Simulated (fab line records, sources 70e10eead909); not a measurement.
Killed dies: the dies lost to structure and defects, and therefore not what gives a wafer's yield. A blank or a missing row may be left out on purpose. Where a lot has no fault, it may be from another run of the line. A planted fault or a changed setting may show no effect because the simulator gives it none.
Matching of chambers    flow nandHarc    NHARC_A_STAIRCASE_DEP_151 on pecvd-02: 3 sister chambers
The step deposits SiO2, target thk 7200 nm. 6 wafers are shown with their chamber, then 9 later ones without.

== WAFERS, EACH WITH ITS CHAMBER ==
wafer   chamber  heaterPowerW (W)
L085.3  0        745
L086.2  0        666
L086.6  2        422
L087.1  1        679
L087.5  1        529
L087.6  2        425

== WAFERS WITH NO CHAMBER GIVEN ==
wafer   heaterPowerW (W)
L091.2  657
L091.3  739
L091.6  613
L092.1  562
L092.5  417
L092.6  621
L095.1  666
L095.4  540
L095.5  424

== THE CHAMBER EACH PASSED THROUGH ==
wafer   from the rows above           in truth
L091.2  can't be placed: 0 or 1       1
L091.3  can't be placed: 0 or 1       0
L091.6  can't be placed: 1 or 0       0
L092.1  can't be placed: 1 or 2 or 0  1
L092.5  2                             2
L092.6  can't be placed: 1 or 0       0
L095.1  can't be placed: 0 or 1       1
L095.4  can't be placed: 1 or 2 or 0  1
L095.5  2                             2
Correct placement for 2 of the 9. Unplaceable from these rows: 7, with the true chamber sitting among the candidates in 7. Wrongly placed: 0.
How it was worked out, from the rows above alone: a wafer's distance from a chamber is the root of the sum, over the readings, of the square of ((its reading less the chamber's mean) divided by the reading's scatter). The wafer belongs to the nearest chamber; if the next one is less than 2 further off, it can't be placed. Each chamber's mean is taken over the wafers shown for it. The scatter: take each reading less its chamber's mean, square it, sum over the shown wafers, divide by the number of wafers less the number of chambers, and take the root.
